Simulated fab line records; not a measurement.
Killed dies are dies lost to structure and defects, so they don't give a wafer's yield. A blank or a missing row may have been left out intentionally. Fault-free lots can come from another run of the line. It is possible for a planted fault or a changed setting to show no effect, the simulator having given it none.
A struck lot beside a sound one | flow nand-harc | 18 out of 1159 route steps
Sound: these wafers, L807.2, L807.4, L807.6. Struck: wafers L806.2, L806.4, L806.5. At the end, the cause is stated.
For every step that has rows: the tool of each side, followed by ch and its chambers, followed by its first start. Under that, the readings that differ: sound wafers | struck wafers | difference of the means | sigmas: that difference in standard deviations of wafers without a fault.
alike: a reading whose means differ by less than 2 such deviations, as well as words and numbers matching on both sides. not compared: withheld readings; readings where some wafer has no value; bounds like >300 that might hide an equal value; numbers whose values overlap and for which the record gives no deviation.
A row with sigmas, a row that says differs or no value, or rows on one side alone: a step with any of these is where the two part. Numbers that don't overlap but have no deviation are shown without sigmas and don't part them. A reading that every wafer of one side lacks parts them only if that side has two wafers or more.

NHARC_P_ZERO_WELL_CD_MEAS_24 targets a cd of 720 nm.
  sound on cd-sem-03 ch 0, day 2 08:35; struck on cd-sem-01 ch 0, day 2 02:38
  reading    | sound             | struck            | difference | sigmas
  cd-nm (nm) | 715.5 715.4 717.4 | 718.9 719.4 723.6 | +4.5       | +2
then, 1 step without rows for these wafers: NHARC_P_ZERO_WELL_HARDBAKE_25 (time 80 s).
NHARC_P_ZERO_WELL_DESCUM_26: chemistry O2, time 3 s.
  sound on rie-diel-08 ch 0,2, day 2 08:46; struck on rie-diel-10 ch 0,2,3, day 2 02:49
  reading      | sound          | struck         | difference | sigmas
  rf-vpp-V (V) | 60.1 60.0 58.8 | 56.5 58.3 57.0 | -2.4       | -3
  alike: drypump-motor-current-A, oes-product-au, showerhead-plenum-p-Torr, throttle-valve-pct
  not compared: rf-hours-counter-h
then, 9 steps without rows for these wafers: NHARC_P_ZERO_WELL_IMPLANT_27; NHARC_P_ZERO_WELL_IMPLANT_57; NHARC_P_ZERO_WELL_IMPLANT_58; NHARC_P_ZERO_WELL_STRIP_28 (strips in SPM, time 840 s); NHARC_P_ZERO_WELL_DEHYDRATE_29 (time 120 s); NHARC_P_ZERO_WELL_HMDS_30 (time 30 s); NHARC_P_ZERO_WELL_COAT_31; NHARC_P_ZERO_WELL_SOFTBAKE_32 (time 95 s); NHARC_P_ZERO_WELL_EBR_33.
NHARC_P_ZERO_WELL_EXPOSE_34: exposes mask P PWELL, target cd 720 nm.
  sound on krf-scanner-04 ch 0, day 2 09:58; struck on krf-scanner-04 ch 0, day 2 04:07
  reading | sound                         | struck                        | difference | sigmas
  mask    | P_PWELL#0 P_PWELL#0 P_PWELL#0 | P_NWELL#0 P_NWELL#0 P_NWELL#0 | differs    |
then, 2 steps without rows for these wafers: NHARC_P_ZERO_WELL_PEB_35 (peb time 85 s); NHARC_P_ZERO_WELL_DEVELOP_36 (time 70 s).
NHARC_P_ZERO_WELL_CD_MEAS_37 targets a cd of 720 nm.
  sound on cd-sem-01 ch 0, day 2 10:07; struck on cd-sem-01 ch 0, day 2 04:16
  reading    | sound             | struck | difference                    | sigmas
  cd-nm (nm) | 722.9 717.0 716.2 | - - -  | no value on the struck wafers |
then, 1 step without rows for these wafers: NHARC_P_ZERO_WELL_HARDBAKE_38 (time 80 s).
-- break in the record here, with 18 days between the starts of the struck wafers on either side (left off in module P_ZERO_WELL, picked up again in module END, where the first step shown is number 1159 on the route) --
NHARC_END_SORT_01:
  sound on prober-02 ch 0, day 20 03:58; struck on prober-01 ch 0, day 20 03:59
  reading             | sound    | struck      | difference | sigmas
  killed-at-periphery | 2 1 0    | 661 660 652 | +657       | +99 or more
  killed-dies         | 25 21 17 | 677 677 677 | +656       | +55
  alike: killed-at-array, killed-at-other, killed-open, killed-short

## WHERE THEY PART
Last at NHARC_END_SORT_01 as far as this record goes, first at NHARC_P_ZERO_WELL_CD_MEAS_24.

WHY: what the simulator had put in
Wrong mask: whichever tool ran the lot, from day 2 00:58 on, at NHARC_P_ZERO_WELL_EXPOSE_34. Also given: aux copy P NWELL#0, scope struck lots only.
